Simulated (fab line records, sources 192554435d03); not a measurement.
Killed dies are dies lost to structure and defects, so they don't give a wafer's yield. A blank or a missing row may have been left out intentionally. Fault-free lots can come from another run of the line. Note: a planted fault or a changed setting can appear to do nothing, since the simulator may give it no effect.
Lot-split experiment / flow n5-finfet / 21 wafers read across 7 lots, on a route 1938 steps long

ABOUT THE SPLIT
At N5_BEOL_M8_EXPOSE_08 (exposes mask M8), the setting dose-mj was moved away from the recipe's 68.25 on 3 of the 21 wafers read, by +2.1% to +3.2%. All remaining wafers had this setting at the recipe value.

FROM THE SPLIT TO THE READING: what the file shows between them, 9 steps
- N5_BEOL_M8_PEB_09: peb time 60 s
- N5_BEOL_M8_DEVELOP_10: develop time 30 s
- N5_BEOL_M8_CD_MEAS_11: target cd 38.5 nm
- N5_BEOL_M8_STRIP_68: strips in N2/H2
- N5_BEOL_M8_STRIP_67: strips in CF4
- N5_BEOL_M8_HM_OPEN_17: chemistry Cl2/BCl3, target TiN, target depth 20 nm, overetch 6 nm
- N5_BEOL_M8_STRIP_19: strips in O2
- N5_BEOL_M8_PRECLEAN_42: cleans in residue remover, time 60 s
- N5_BEOL_M8_SRD_43: time 30 s

THE READING
cd-nm, in nm, at N5_BEOL_M8_CD_MEAS_35 (target cd 40 nm). Fault-free wafers of this fab line usually give 39.8 nm, standard deviation 0.56 nm.

wafer=L076.3; tool, chamber at the split=arfi-scanner-01, 0; dose-mj as run=68.25; against the recipe=recipe; cd-nm, nm=40.0; against lot-mates on the recipe=-
wafer=L076.4; tool, chamber at the split=arfi-scanner-01, 0; dose-mj as run=68.25; against the recipe=recipe; cd-nm, nm=39.7; against lot-mates on the recipe=-
wafer=L076.6; tool, chamber at the split=arfi-scanner-01, 0; dose-mj as run=68.25; against the recipe=recipe; cd-nm, nm=39.6; against lot-mates on the recipe=-
wafer=L081.1; tool, chamber at the split=arfi-scanner-02, 0; dose-mj as run=68.25; against the recipe=recipe; cd-nm, nm=40.3; against lot-mates on the recipe=-
wafer=L081.2; tool, chamber at the split=arfi-scanner-02, 0; dose-mj as run=68.25; against the recipe=recipe; cd-nm, nm=41.1; against lot-mates on the recipe=-
wafer=L081.4; tool, chamber at the split=arfi-scanner-02, 0; dose-mj as run=68.25; against the recipe=recipe; cd-nm, nm=40.2; against lot-mates on the recipe=-
wafer=L080.1; tool, chamber at the split=arfi-scanner-01, 0; dose-mj as run=68.25; against the recipe=recipe; cd-nm, nm=39.6; against lot-mates on the recipe=-
wafer=L080.3; tool, chamber at the split=arfi-scanner-01, 0; dose-mj as run=68.25; against the recipe=recipe; cd-nm, nm=40.0; against lot-mates on the recipe=-
wafer=L080.5; tool, chamber at the split=arfi-scanner-01, 0; dose-mj as run=68.25; against the recipe=recipe; cd-nm, nm=40.0; against lot-mates on the recipe=-
wafer=L084.2; tool, chamber at the split=arfi-scanner-02, 0; dose-mj as run=68.25; against the recipe=recipe; cd-nm, nm=39.6; against lot-mates on the recipe=-
wafer=L084.3; tool, chamber at the split=arfi-scanner-02, 0; dose-mj as run=68.25; against the recipe=recipe; cd-nm, nm=39.6; against lot-mates on the recipe=-
wafer=L084.4; tool, chamber at the split=arfi-scanner-02, 0; dose-mj as run=68.25; against the recipe=recipe; cd-nm, nm=39.7; against lot-mates on the recipe=-
wafer=L085.1; tool, chamber at the split=arfi-scanner-01, 0; dose-mj as run=68.25; against the recipe=recipe; cd-nm, nm=39.8; against lot-mates on the recipe=-
wafer=L085.2; tool, chamber at the split=arfi-scanner-01, 0; dose-mj as run=68.25; against the recipe=recipe; cd-nm, nm=39.3; against lot-mates on the recipe=-
wafer=L085.4; tool, chamber at the split=arfi-scanner-01, 0; dose-mj as run=68.25; against the recipe=recipe; cd-nm, nm=39.0; against lot-mates on the recipe=-
wafer=L093.2; tool, chamber at the split=arfi-scanner-01, 0; dose-mj as run=69.68; against the recipe=+2.1%; cd-nm, nm=41.7; against lot-mates on the recipe=+1.8
wafer=L093.3; tool, chamber at the split=arfi-scanner-01, 0; dose-mj as run=68.25; against the recipe=recipe; cd-nm, nm=40.1; against lot-mates on the recipe=-
wafer=L093.5; tool, chamber at the split=arfi-scanner-01, 0; dose-mj as run=68.25; against the recipe=recipe; cd-nm, nm=39.7; against lot-mates on the recipe=-
wafer=L095.1; tool, chamber at the split=arfi-scanner-03, 0; dose-mj as run=70.41; against the recipe=+3.2%; cd-nm, nm=42.1; against lot-mates on the recipe=+2.1
wafer=L095.2; tool, chamber at the split=arfi-scanner-03, 0; dose-mj as run=68.25; against the recipe=recipe; cd-nm, nm=40.0; against lot-mates on the recipe=-
wafer=L095.5; tool, chamber at the split=arfi-scanner-03, 0; dose-mj as run=70.41; against the recipe=+3.2%; cd-nm, nm=41.5; against lot-mates on the recipe=+1.5

FIT RESULTS
A straight line over all 21 wafers: cd-nm changes by +0.661 nm for each +1% of dose-mj; r = +0.84; the points scatter about the line by 0.45 nm.
The same after taking each lot's own level away (the mean of its wafers on the recipe; 21 wafers): +0.618 nm for each +1%; r = +0.91; scatter 0.29 nm.
The reading moves by 2 nm for the largest change in dose-mj, on that fit.
Measured against the standard deviation above, the lots' own levels, which go from 39.37 to 40.53 nm, span 2.1 times it.
The two slopes are in agreement: the lot-to-lot level therefore moves the slope only a little.
Check: +1.87 nm against its lot-mates is what the line predicts for one of the wafers moved furthest among these (+3.2%) when that wafer is left out of the fit. It came out at +2.1 nm against them.

OTHER SPLITS APPLIED TO THESE WAFERS
Other splits were also applied to these wafers ahead of the reading. Each is held against what the fit with the lots' levels taken away leaves over:
other split on the same wafers=N5_BEOL_M6_ALD_77 ald-cycles; wafers away from the commonest value=8; r with cd-nm (lot level and that fit taken away)=-0.22
other split on the same wafers=N5_BEOL_M7_COAT_71 spin-rpm; wafers away from the commonest value=6; r with cd-nm (lot level and that fit taken away)=-0.27
other split on the same wafers=N5_BEOL_M7_EXPOSE_25 dose-mj; wafers away from the commonest value=5; r with cd-nm (lot level and that fit taken away)=-0.09
other split on the same wafers=N5_BEOL_M8_ILD_DEP_00 time-s; wafers away from the commonest value=6; r with cd-nm (lot level and that fit taken away)=+0.04

THE WHOLE CHAIN: every reading that the file lists as answering this split, in the file's order
step=N5_BEOL_M8_CD_MEAS_11; what it does=target cd 38.5 nm; reading=cd-nm; change (the file's fit)=+0.579 nm for each +1% of the setting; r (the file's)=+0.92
step=N5_BEOL_M8_HM_OPEN_17; what it does=chemistry Cl2/BCl3, target TiN, target depth 20 nm, overetch 6 nm; reading=BEOL_M8.cd-offset-nm (the simulator's own value, which no gauge read); change (the file's fit)=+0.665 nm for each +1% of the setting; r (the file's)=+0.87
step=N5_BEOL_M8_CD_MEAS_35; what it does=target cd 40 nm; reading=cd-nm; change (the file's fit)=+0.662 nm for each +1% of the setting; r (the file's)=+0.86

FILE'S OWN FIT
cd-nm changes by +0.662 nm for each +1% of dose-mj, r = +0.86.
